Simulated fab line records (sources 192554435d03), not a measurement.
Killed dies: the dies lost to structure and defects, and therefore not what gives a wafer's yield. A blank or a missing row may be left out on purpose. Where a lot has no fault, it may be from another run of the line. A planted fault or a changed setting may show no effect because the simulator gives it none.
Chamber matching	flow n5-finfet	4 sister chambers for N5_BEOL_M5_STRIP_64 on rie-diel-01
The step strips in CF4. 14 wafers are shown with their chamber, then 7 later ones without.

WAFERS, EACH WITH ITS CHAMBER
wafer	chamber	showerhead-plenum-p-Torr (Torr)	drypump-motor-current-A (A)	throttle-valve-pct (%)
L082.1	3	1.82	5.4	13.49
L082.4	1	1.90	5.9	13.14
L082.5	0	1.89	5.1	13.46
L085.1	2	1.77	5.5	13.26
L085.5	3	1.82	5.4	13.48
L085.6	2	1.77	5.5	13.24
L087.1	3	1.82	5.4	13.48
L087.3	1	1.89	6.0	13.14
L087.5	2	1.77	5.6	13.28
L089.1	2	1.76	5.5	13.30
L089.2	3	1.81	5.4	13.51
L089.5	3	1.81	5.4	13.52
L092.2	3	1.81	5.4	13.51
L092.3	1	1.89	6.0	13.19

SIGNATURES (means of the wafers above)
reading	chamber 0	chamber 1	chamber 2	chamber 3	scatter within a chamber
showerhead-plenum-p-Torr	1.8900	1.8933	1.7675	1.8150	0.0054
drypump-motor-current-A	5.100	5.967	5.525	5.400	0.0376
throttle-valve-pct	13.4600	13.1567	13.2700	13.4983	0.0227
Rule: a wafer's distance from a chamber is the root of the sum, over the readings, of the square of ((its reading less the chamber's mean) divided by the reading's scatter). If the next closest chamber is less than 2 further off than the closest, the wafer can't be placed; otherwise it belongs to the closest. The scatter is the square root of a quotient: the sum, over the shown wafers, of each reading's squared deviation from its chamber's mean, divided by wafers minus chambers.

WAFERS WITH NO CHAMBER GIVEN
wafer	showerhead-plenum-p-Torr (Torr)	drypump-motor-current-A (A)	throttle-valve-pct (%)
L092.5	1.88	5.1	13.50
L097.1	1.76	5.5	13.34
L097.2	1.81	5.4	13.53
L097.3	1.88	5.0	13.53
L096.3	1.81	5.4	13.55
L096.4	1.88	5.0	13.53
L096.5	1.88	5.1	13.54

WHICH CHAMBER EACH WENT THROUGH
wafer	from the rows above	in truth
L092.5	0	0
L097.1	2	2
L097.2	3	3
L097.3	0	0
L096.3	3	3
L096.4	0	0
L096.5	0	0
Correctly placed: 7 of 7. Left unplaced by these rows: 0. Number placed wrongly: 0.
